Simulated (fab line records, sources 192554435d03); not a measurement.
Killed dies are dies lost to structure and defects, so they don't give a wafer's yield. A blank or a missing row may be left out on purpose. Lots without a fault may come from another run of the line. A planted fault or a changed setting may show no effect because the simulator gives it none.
Chamber matching | flow n5_finfet | N5_BEOL_M3_ALD_84 on ald_metal-01: 4 sister chambers
The step deposits TaN, pulse time 2 s, purge time 3 s, co reactant purge time 2 s. 8 wafers are shown with their chamber, then 6 later ones without.

WAFERS WITH THEIR CHAMBER
wafer  | chamber | heater_power_w (W)
L759.4 | 0       | 479
L758.2 | 2       | 396
L760.4 | 1       | 377
L760.5 | 0       | 485
L761.2 | 2       | 389
L761.6 | 3       | 384
L767.2 | 1       | 383
L767.5 | 3       | 375

WAFERS WITHOUT THEIR CHAMBER
wafer  | heater_power_w (W)
L764.1 | 385
L764.3 | 466
L764.5 | 482
L768.1 | 411
L768.2 | 398
L768.3 | 476

WHICH CHAMBER EACH WENT THROUGH
wafer  | from the rows above          | in truth
L764.1 | can't be placed: 1 or 3 or 2 | 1
L764.3 | 0                            | 0
L764.5 | 0                            | 0
L768.1 | 2                            | 2
L768.2 | 2                            | 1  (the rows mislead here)
L768.3 | 0                            | 0
Placed correctly: 4 of 6. Can't be placed from these rows: 1 (the true chamber is among the candidates in 1). Placed wrongly: 1.
How it was worked out, from the rows above alone: a wafer's distance from a chamber is the root of the sum, over the readings, of the square of ((its reading less the chamber's mean) divided by the reading's scatter). The wafer belongs to the nearest chamber; if the next one is less than 2 further off, it can't be placed. A chamber's mean is the mean of its shown wafers. The scatter: the root of (the sum of the squares of (reading less its chamber's mean) over the shown wafers, divided by (wafers less chambers)).
